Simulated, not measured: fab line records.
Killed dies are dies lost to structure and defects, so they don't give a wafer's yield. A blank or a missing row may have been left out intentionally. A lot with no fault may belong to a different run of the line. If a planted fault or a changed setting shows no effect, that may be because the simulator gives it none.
fab line records	flow nand-harc
record lots=6	wafers=18	last-day=24
route steps=1159 shown P_GATE@198 P_CONTACT@217 END@1159
lots with no fault: from the same line, run without faults
start-h: start of the lot's first displayed wafer, in hours after the record's first day	wait-h: hours from the lot's prior step to this one	" the same as in the row above	L1.1+2: one row covering several wafers at once	- no value, or no start given	* or withheld: withheld	< > ~ a bound
route shown NAME@n: names a module that has steps shown in the file, with the first one's number in the route	usual: average and standard deviation across the fault-free wafers	same: alike in all rows	chamber/n: place in a boat	sites: each site's reading	_std_site: standard deviation of those values	_edge_site: mean of outer sites minus mean of inner sites	radius-mm: how far each site lies from the wafer's centre	mask NAME#n: copy n	behind: the last tool/chamber to shape the wafer	hold: cause of the lot's hold/its duration in hours/its outcome	device: the transistor (n, p or np) that didn't switch	end of line: tests run on the same wafers once the route is complete	step lacking rows: just its recipe	killed: count of dies lost to structure and defects at first sort (not the wafer's yield)	map: a wafer's dies, marking killed ones x, the rest . and places with no die _
set.NAME: the run value of the setting; set.NAME@STEP: its run value at that earlier step	model.NAME: the simulator's own value behind a step, which no gauge read
certain route steps with their lots: each step a table, each wafer a row
services: from which hour (start-h, from the record's first day; less than 0 if before it) a tool's chamber was out of use, for how many hours, and why
## steps
# step NHARC_P_GATE_PEB_89
# recipe peb-temp-c=118	peb-time-s=85
# step NHARC_P_GATE_DEVELOP_90
# recipe time-s=70
# step NHARC_P_GATE_CD_MEAS_91
# recipe target-cd-nm=2000	landing-energy-ev=500
# usual cd-nm=1999.1/2.3
lot.wafer	tool	chamber	start-h	wait-h	cd-nm
L535.1	cd-sem-01	0	186.93	-	1999.9
L535.4	"	0	"	"	2001.4
L535.5	"	0	"	"	2000.5
L533.1	cd-sem-02	0	193.65	-	2000.9
L533.2	"	0	"	"	1998.8
L533.4	"	0	"	"	2001.9
L534.2	cd-sem-02	0	194.19	-	1997.4
L534.4	"	0	"	"	2001.0
L534.6	"	0	"	"	1996.8
L537.1	cd-sem-01	0	205.97	-	1994.1
L537.5	"	0	"	"	2001.4
L537.6	"	0	"	"	2001.0
L540.4	cd-sem-01	0	216.42	-	2001.8
L540.5	"	0	"	"	1999.2
L540.6	"	0	"	"	1998.3
L541.1	cd-sem-02	0	231.76	-	2002.3
L541.3	"	0	"	"	1999.3
L541.5	"	0	"	"	1994.6
# step NHARC_P_GATE_HARDBAKE_92
# recipe temp-c=125	time-s=80
# step NHARC_P_GATE_DESCUM_93
# recipe time-s=3	o2-flow-sccm=200	ar-flow-sccm=0	bias-power-w=0	chemistry=O2
# usual drypump-motor-current-A=5.6/0.47	oes-product-au=0.999/0.012	rf-vpp-V=57.8/0.95	showerhead-plenum-p-Torr=1.91/0.12	throttle-valve-pct=11.311/0.0099
# same time-s=3
lot.wafer	tool	chamber	start-h	wait-h	drypump-motor-current-A	oes-product-au	rf-hours-counter-h	rf-vpp-V	showerhead-plenum-p-Torr	throttle-valve-pct
L535.4	rie-diel-13	2	187.10	-	5.8	0.994	17	57.0	1.78	11.299
L535.1	"	3	"	"	4.8	1.013	17	56.4	1.77	11.324
L535.5	"	2	"	"	5.8	0.998	-	56.1	1.78	11.301
L533.4	rie-diel-13	0	193.84	-	6.1	1.017	16	56.2	1.84	11.299
L533.1	"	2	"	"	5.8	0.991	18	57.0	1.78	11.321
L533.2	"	3	"	"	4.8	1.018	17	58.7	1.77	11.318
L534.4	rie-diel-01	2	194.46	-	6.3	0.990	15	58.7	2.04	11.314
L534.2	"	3	"	"	5.1	0.995	14	58.3	2.01	11.306
L534.6	"	2	"	"	6.3	1.001	-	58.0	2.04	11.297
L537.1	rie-diel-13	1	206.13	-	5.9	0.997	18	58.5	2.01	11.310
L537.5	"	1	"	"	5.9	1.001	-	58.1	2.01	11.314
L537.6	"	2	"	"	5.8	0.995	-	59.3	1.78	11.314
L540.4	rie-diel-13	3	216.61	-	4.8	1.013	23	57.6	1.77	11.319
L540.5	"	3	"	"	4.8	0.997	-	57.8	1.77	11.313
L540.6	"	0	"	"	6.1	1.026	-	58.4	1.84	11.300
L541.1	rie-diel-13	3	231.93	-	4.8	1.013	25	56.8	1.77	11.301
L541.3	"	1	"	"	5.9	0.984	21	58.2	2.01	11.306
L541.5	"	2	"	"	5.8	0.992	-	58.2	1.78	11.320
# step NHARC_P_GATE_IMPLANT_94
# recipe energy-kev=60	dose-cm2=2e+15	tilt-deg=7
# step NHARC_P_GATE_STRIP_113
# recipe power-w=1500	temp-c=110	time-s=740	chemistry=N2/H2
# step NHARC_P_GATE_STRIP_95
# recipe power-w=1500	temp-c=250	chemistry=O2
# step NHARC_P_GATE_STRIP_96
# recipe time-s=900	temp-c=130	chemistry=SPM
# step NHARC_P_GATE_RTA_64
# recipe temp-c=1050	time-s=1
# step NHARC_P_GATE_ETCH_77
# recipe target-depth-a=60	chemistry=dHF	material=SiO2
# step NHARC_P_GATE_DEGAS_109
# recipe temp-c=300	time-s=60
# usual heater-power-w=469/55
# same time-s=60
lot.wafer	tool	chamber	start-h	wait-h	heater-power-w
L535.4	pvd-sputter-02	-	189.04	0.1	425
L535.1	"	-	"	"	384
L535.5	"	-	"	"	521
L533.2	pvd-sputter-02	-	195.79	0.1	517
L533.4	"	-	"	"	442
L533.1	"	-	"	"	401
L534.2	pvd-sputter-02	-	196.42	0.1	430
L534.4	"	-	"	"	379
L534.6	"	-	"	"	520
L537.1	pvd-sputter-01	-	208.09	0.1	536
L537.6	"	-	"	"	388
L537.5	"	-	"	"	488
L540.4	pvd-sputter-03	-	219.21	0.1	492
L540.5	"	-	"	"	534
L540.6	"	-	"	"	460
L541.1	pvd-sputter-03	-	233.89	0.1	510
L541.3	"	-	"	"	552
L541.5	"	-	"	"	499
# step NHARC_P_GATE_PRE_CLEAN_110
# recipe time-s=30	bias-v=200	gas=Ar
# same time-s=30
lot.wafer	tool	chamber	start-h	wait-h
L535.1+4+5	pvd-sputter-02	-	189.09	-
L533.1+2+4	pvd-sputter-02	-	195.84	-
L534.2+4+6	pvd-sputter-02	-	196.46	-
L537.1+5+6	pvd-sputter-01	-	208.15	-
L540.4+6+5	pvd-sputter-03	-	219.25	-
L541.3+1+5	pvd-sputter-03	-	233.94	-
# step NHARC_P_GATE_SPUTTER_78
# recipe target-thk-a=100	material=Ni
# step NHARC_P_GATE_SPUTTER_79
# recipe target-thk-a=100	material=TiN
# step NHARC_P_GATE_RTA_80
# recipe temp-c=300	time-s=30
# usual wafer_temp_C_max=301.3/0.38
# same time-s=30
lot.wafer	tool	chamber	start-h	wait-h	wafer_temp_C_max
L535.1	rtp-anneal-02	0	189.33	-	301.4
L535.4	"	0	"	"	301.4
L535.5	"	0	"	"	301.0
L533.1	rtp-anneal-02	0	196.09	-	301.1
L533.2	"	0	"	"	301.4
L533.4	"	0	"	"	300.9
L534.2	rtp-anneal-02	0	196.74	-	300.9
L534.4	"	0	"	"	300.9
L534.6	"	0	"	"	300.8
L537.1	rtp-anneal-02	0	208.38	-	301.1
L537.5	"	0	"	"	300.9
L537.6	"	0	"	"	301.2
L540.4	rtp-anneal-01	0	219.57	-	301.8
L540.5	"	0	"	"	301.8
L540.6	"	0	"	"	301.3
L541.1	rtp-anneal-02	0	234.18	-	301.0
L541.3	"	0	"	"	301.0
L541.5	"	0	"	"	301.1
# step NHARC_P_GATE_STRIP_67
# recipe time-s=600	temp-c=130	chemistry=SPM
# step NHARC_P_GATE_RTA_82
# recipe temp-c=450	time-s=30
# usual lamp-power-pct=3.9/0.44	lamp_zone_2_pct=3.9/0.44	lamp_zone_7_pct=4.1/0.46	wafer_temp_C_max=451.8/0.48
# same time-s=30
lot.wafer	tool	chamber	start-h	wait-h	lamp-power-pct	lamp_zone_2_pct	lamp_zone_7_pct	wafer_temp_C_max
L535.1	rtp-anneal-01	0	189.78	-	3.3	3.3	3.5	452.2
L535.4	"	0	"	"	3.3	3.3	3.5	452.1
L535.5	"	0	"	"	3.3	3.3	3.5	452.6
L533.1	rtp-anneal-01	0	196.55	-	3.3	3.3	3.5	452.1
L533.2	"	0	"	"	3.3	3.3	3.5	451.7
L533.4	"	0	"	"	3.3	3.3	3.5	452.4
L534.2	rtp-anneal-01	0	197.19	-	3.3	3.3	3.5	451.8
L534.4	"	0	"	"	3.3	3.3	3.5	451.8
L534.6	"	0	"	"	3.3	3.3	3.5	451.3
L537.1	rtp-anneal-02	0	208.83	-	4.2	4.2	4.4	451.9
L537.5	"	0	"	"	4.2	4.2	4.4	452.0
L537.6	"	0	"	"	4.2	4.2	4.4	451.4
L540.4	rtp-anneal-02	0	220.03	-	4.2	4.2	4.4	451.2
L540.5	"	0	"	"	4.2	4.2	4.4	451.6
L540.6	"	0	"	"	4.2	4.2	4.4	451.5
L541.1	rtp-anneal-01	0	234.83	-	3.3	3.3	3.5	452.4
L541.3	"	0	"	"	3.3	3.3	3.5	451.7
L541.5	"	0	"	"	3.3	3.3	3.5	452.6
# step NHARC_P_GATE_INSPECT_68
# usual raw-defect-count=250/110
lot.wafer	tool	chamber	start-h	wait-h	raw-defect-count
L535.1	defect-inspect-01	-	189.98	0.2	161
L535.4	"	-	"	"	320
L535.5	"	-	"	"	159
L533.1	defect-inspect-02	-	196.74	0.2	586
L533.2	"	-	"	"	598
L533.4	"	-	"	"	642
L534.2	defect-inspect-02	-	197.36	0.1	651
L534.4	"	-	"	"	573
L534.6	"	-	"	"	495
L537.1	defect-inspect-01	-	209.03	0.2	297
L537.5	"	-	"	"	160
L537.6	"	-	"	"	130
L540.4	defect-inspect-01	-	220.14	0.1	266
L540.5	"	-	"	"	147
L540.6	"	-	"	"	132
L541.1	defect-inspect-02	-	235.03	0.2	252
L541.3	"	-	"	"	271
L541.5	"	-	"	"	346
# step NHARC_P_CONTACT_DEP_30
# recipe target-thk-a=300	temp-c=400	target-thk-nm=30	flow-sccm=200	rf-w=450	material=SiNx
# usual heater-power-w=694/93
lot.wafer	tool	chamber	start-h	wait-h	heater-power-w
L535.1	pecvd-01	2	190.12	0.1	854
L535.5	"	0	"	"	751
L535.4	"	2	"	"	851
L533.1	pecvd-02	2	196.85	0.1	628
L533.2	"	0	"	"	543
L533.4	"	2	"	"	657
L534.2	pecvd-02	0	197.56	0.2	563
L534.6	"	0	"	"	570
L534.4	"	1	"	"	639
L537.1	pecvd-03	2	209.13	0.1	609
L537.5	"	2	"	"	617
L537.6	"	0	"	"	815
L540.5	pecvd-01	1	220.33	0.2	553
L540.4	"	2	"	"	771
L540.6	"	0	"	"	697
L541.1	pecvd-03	2	235.10	0.1	685
L541.3	"	0	"	"	799
L541.5	"	1	"	"	686
# step NHARC_END_SORT_01
# recipe temp-c=25
# usual killed-at-array=27/10	killed-at-other=0.6/0.96	killed-at-periphery=3.4/2.7	killed-dies=31/10	killed-open=2.9/1.8	killed-short=1.8/1.4
# same gross-dies=677
lot.wafer	tool	chamber	start-h	wait-h	killed-at-array	killed-at-other	killed-at-periphery	killed-dies	killed-open	killed-short
L533.1	prober-01	0	517.38	2.5	17	2	77	96	2	1
L533.2	prober-01	0	518.18	2.8	18	0	54	72	1	1
L533.4	prober-01	0	519.80	3.4	7	1	48	56	2	0
L534.2	prober-01	0	532.19	2.8	13	0	58	71	1	2
L534.4	prober-01	0	533.78	3.4	20	1	68	89	3	0
L534.6	prober-01	0	535.37	4.0	28	2	47	77	2	3
# killed by level:class
L533.1 P_GATE:unspecified=74 A_CHANNEL_HOLE_D1:chamber-film-flake=7 A_CONTACT:chamber-film-flake=7 A_SLIT:chamber-film-flake=2 P_GATE:geometric-particle:short=1 P_M1:geometric-particle:open=1 STARTING-WAFER:geometric-particle:open=1 P_M0:chamber-film-flake=1
L533.2 P_GATE:unspecified=52 A_CONTACT:chamber-film-flake=10 A_CHANNEL_HOLE_D1:chamber-film-flake=4 P_M2:geometric-particle:open=1 A_ONON_D1:geometric-particle:short=1 P_STI:chamber-film-flake=1 A_ZERO_WELL:chamber-film-flake=1 A_STAIRCASE:chamber-film-flake=1
L533.4 P_GATE:unspecified=46 A_CONTACT:chamber-film-flake=5 A_CHANNEL_HOLE_D1:chamber-film-flake=2 P_GATE:geometric-particle:open=1 P_BONDPAD:geometric-particle:open=1 THIN_TSV:chamber-film-flake=1
L534.2 P_GATE:unspecified=57 A_CHANNEL_HOLE_D1:chamber-film-flake=4 A_CONTACT:chamber-film-flake=3 A_WL_FILL:geometric-particle:short=2 A_CONTACT:geometric-particle:open=1 P_GATE:chamber-film-flake=1 A_ZERO_WELL:chamber-film-flake=1 A_CHANNEL_FILL_D1:chamber-film-flake=1
L534.4 P_GATE:unspecified=67 A_CHANNEL_HOLE_D1:chamber-film-flake=13 A_CONTACT:geometric-particle:open=2 A_CONTACT:chamber-film-flake=2 A_M0:geometric-particle:open=1 P_GATE:chamber-film-flake=1 A_ZERO_WELL:chamber-film-flake=1 A_STAIRCASE:chamber-film-flake=1
L534.6 P_GATE:unspecified=42 A_CHANNEL_HOLE_D1:chamber-film-flake=17 A_CONTACT:chamber-film-flake=5 A_WL_FILL:geometric-particle:short=2 P_GATE:chamber-film-flake=2 THIN_TSV:chamber-film-flake=2 P_CONTACT:geometric-particle:short=1 P_CONTACT:geometric-particle:open=1
# map L533.1 (x killed, . not)
____________.____________
_________......._________
_______..........._______
______........x....______
_____..............._____
____.................____
____........x........____
___.................x.___
___...................___
__.....................__
__.....................__
_......................._
_.xx...................._
_.x...x.....x..........._
_......xx....x.........._
_..........x..x........._
...........x...x.........
.....x...................
..........x..............
............x............
.........................
_......................._
_.......x..............._
_..................x...._
_........xxx............_
_....xx.xx.............._
__..x.xxxxx..........x.__
__...x.xxxxxx..........__
___..xxxxxx.x..x.....x___
___...xxxxxx..........___
____x.xxxxxxx........____
____x.xxxxxxxx.......____
_____xxxxxxxx......._____
______xxxxxxx......______
_______xxxxxx....._______
_________xx....._________
____________.____________
# map L534.4 (x killed, . not)
____________.____________
_________......._________
_______..........._______
______.............______
_____..............._____
____........x........____
____............x....____
___...................___
___...................___
__........x............__
__.....................__
_......................._
_..........x............_
_......................x_
_...............x......._
_......................._
.........................
.........................
x........................
x........................
.........................
_......................._
_......................._
_......................x_
_.......x..........x...._
_........xx.....x....xxx_
__...xxxxxx........xx.x__
__.....xxxxx...........__
___...xxxxxxx.......x.___
___..xxxxxxxx......xx.___
____.xxxxxxxxx......x____
____..xxxxxxx......x.____
_____xxxxxxxx......._____
______xxxxxxx......______
_______xxxx.x....._______
_________xx....._________
____________.____________
## services
tool	chamber	start-h	hours	kind
pvd-sputter-03	-	163.77	10.0	repair
pecvd-02	0	166.25	-	clean
pecvd-02	1	166.25	-	clean
pecvd-02	2	166.25	-	clean
pecvd-02	-	175.74	1.7	repair
rie-diel-01	0	179.95	-	clean
rie-diel-01	1	179.95	-	clean
rie-diel-13	0	181.51	-	clean
rie-diel-13	1	181.51	-	clean
rie-diel-13	2	181.51	-	clean
rie-diel-13	3	181.51	-	clean
pvd-sputter-03	-	185.66	2.2	repair
rie-diel-13	-	187.65	0.8	repair
pvd-sputter-03	-	188.43	18.0	repair
rie-diel-13	0	206.01	-	clean
rie-diel-13	1	206.01	-	clean
rie-diel-13	2	206.01	-	clean
rie-diel-13	3	206.01	-	clean
pvd-sputter-02	-	214.14	10.0	pm
rie-diel-01	3	215.88	9.7	repair
rie-diel-13	0	230.51	-	clean
rie-diel-13	1	230.51	-	clean
rie-diel-13	2	230.51	-	clean
rie-diel-13	3	230.51	-	clean
## key
first-sign step=NHARC_P_GATE_INSPECT_68	reading=raw-defect-count	direction=up	sigmas=3.2	usual=250	struck=591
effect step=NHARC_END_SORT_01	reading=killed-at-periphery	direction=up	sigmas=21	usual=3.4	struck=58.7
more-kills-born-at NHARC_P_GATE_PRE_CLEAN_110@pvd-sputter-02=338
met-at NHARC_P_GATE_PRE_CLEAN_110
struck-wafers L533.1,L533.2,L533.4,L534.2,L534.4,L534.6
tester-left-out L533,L534
onset-between 189.09 195.84
also-fits NHARC_P_GATE_DEGAS_109:pvd-sputter-02
fault kind=chamber-particle-source	tool=pvd-sputter-02	chamber=-	onset-h=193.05	steps=NHARC_P_GATE_PRE_CLEAN_110	rate-per-visit-cm2=0.54057	end-h=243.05
# tester-left-out: of these lots the tester's yield and bins aren't shown, on N5 and GAA mostly nor the transistor test; their killed dies are dies lost to structure and defects alone, not to doping, threshold or leakage, so they don't give the yield
